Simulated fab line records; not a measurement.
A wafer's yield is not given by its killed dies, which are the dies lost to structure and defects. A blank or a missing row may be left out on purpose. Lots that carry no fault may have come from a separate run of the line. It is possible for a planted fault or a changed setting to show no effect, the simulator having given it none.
A struck lot beside a sound one :: flow n5 finfet :: 14 out of 1938 route steps
Sound: the wafers L331.3, L331.4, L331.6. Wafers L333.1, L333.4, L333.5 were the ones struck. The cause is named last.
Order at every step that has rows: each side's tool, ch and its chambers, its first start. Under that, the readings that differ: sound wafers :: struck wafers :: difference of the means :: sigmas: that difference in standard deviations of wafers without a fault.
alike: readings with means less than 2 such deviations apart, plus words and numbers identical on both sides. not compared: withheld readings, readings lacking a value on some wafer, bounds such as >300 that could conceal the same value, and numbers that have no deviation in the record and whose values overlap.
Wherever a step has rows on one side only, a row that says differs or no value, or a row with sigmas, the two part there. Non-overlapping numbers with no deviation appear without sigmas and do not part them. Lack of a reading on every wafer of one side parts them only where that side has two or more wafers.

first, 1 step without rows for these wafers: N5_BEOL_M12_HARDBAKE_14 (time 120 s).
N5_BEOL_M12_CD_MEAS_10 targets a cd of 140 nm.
  sound on cd sem-01 ch 0, day 11 00:47; struck on cd sem-03 ch 0, day 11 17:54
  alike: cd nm
N5_BEOL_M12_OVL_MEAS_11:
  sound on overlay-01 ch 0, day 11 00:49; struck on overlay-02 ch 0, day 11 17:56
  alike: V11_OVL
N5_BEOL_M12_INSPECT_12: inspects for defects (macro).
  sound on defect inspect-02 at day 11 00:50; struck on defect inspect-02 at day 11 17:57
  alike: raw defect count
N5_BEOL_M12_DESCUM_15: chemistry O2, time 7.9 s.
  sound on rie diel-02 ch 0,1,3, day 11 00:52; struck on rie diel-02 ch 1,3, day 11 17:59
  alike: drypump motor current A, oes product au, rf vpp V, showerhead plenum p Torr, throttle valve pct
  not compared: rf hours counter h
N5_BEOL_M12_ETCH_59: etches BARC in N2/H2, target depth 89 nm, overetch 26.7 nm, time 67.9 s.
  sound on rie diel-02 ch 0,1,3, day 11 00:54; struck on rie diel-02 ch 1,3, day 11 18:02
  alike: bias w, drypump motor current A, oes product au, rf vpp V, showerhead plenum p Torr, throttle valve pct
  not compared: rf hours counter h
N5_BEOL_M12_VIA_ETCH_16: etches SiOC in C4F8/O2/Ar, target depth 724.8 nm.
  sound on rie diel-02 ch 0,1,3, day 11 00:58; struck on rie diel-02 ch 1,3, day 11 18:07
  alike: bias w, drypump motor current A, oes product au, rf vpp V, showerhead plenum p Torr, throttle valve pct
N5_BEOL_M12_STRIP_63: strips in N2/H2.
  sound on plasma asher-02 ch 0,1, day 11 01:11; struck on plasma asher-01 ch 0,1, day 11 18:24
reading: drypump motor current A (A)
sound: 5.2 5.2 5.2
struck: 6.0 6.5 6.5
difference: +1.1
sigmas: +2

reading: strip time to endpoint s (s)
sound: 43.9 44.4 43.5
struck: 42.6 41.1 41.6
difference: -2.2
sigmas: -2
  alike: heater power w, oes product au
  not compared: rf hours counter h
N5_BEOL_M12_STRIP_64: strips in N2/H2.
  sound on plasma asher-02 ch 0,1, day 11 01:14; struck on plasma asher-01 ch 0,1, day 11 18:28
  alike: drypump motor current A, heater power w, oes product au, strip time to endpoint s
  not compared: rf hours counter h
then, 2 steps without rows for these wafers: N5_BEOL_M12_STRIP_71 (strips in post etch residue remover, time 60 s); N5_BEOL_M12_SRD_72 (time 30 s, dry time 30 s).
N5_BEOL_M12_CD_MEAS_17 targets a cd of 140 nm.
  sound on cd sem-03 at day 11 01:22; struck on cd sem-02 at day 11 18:37
  alike: cd nm
N5_BEOL_M12_COAT_65: time 60 s, resist thk 300 nm.
  sound on litho track-04 ch 0, day 11 01:24; struck on litho track-04 ch 0, day 11 18:39
reading: spin speed rpm (rpm)
sound: 1500.5 1500.0 1499.8
struck: 1458.8 1458.6 1457.9
difference: -41.7
sigmas: -57

reading: model.SOC_of_BEOL_M12_COAT_65.thk nm (nm)
sound: 299.2 300 299.4
struck: 303.2 304.4 304.6
difference: +4.5
sigmas: 
  alike: resist line temp C
then, 1 step without rows for these wafers: N5_BEOL_M12_COAT_66 (time 60 s, resist thk 110 nm).

== WHERE THEY PART ==
Last at N5_BEOL_M12_COAT_65 as far as this record goes, first at N5_BEOL_M12_STRIP_63.

WHY: what the simulator had put in
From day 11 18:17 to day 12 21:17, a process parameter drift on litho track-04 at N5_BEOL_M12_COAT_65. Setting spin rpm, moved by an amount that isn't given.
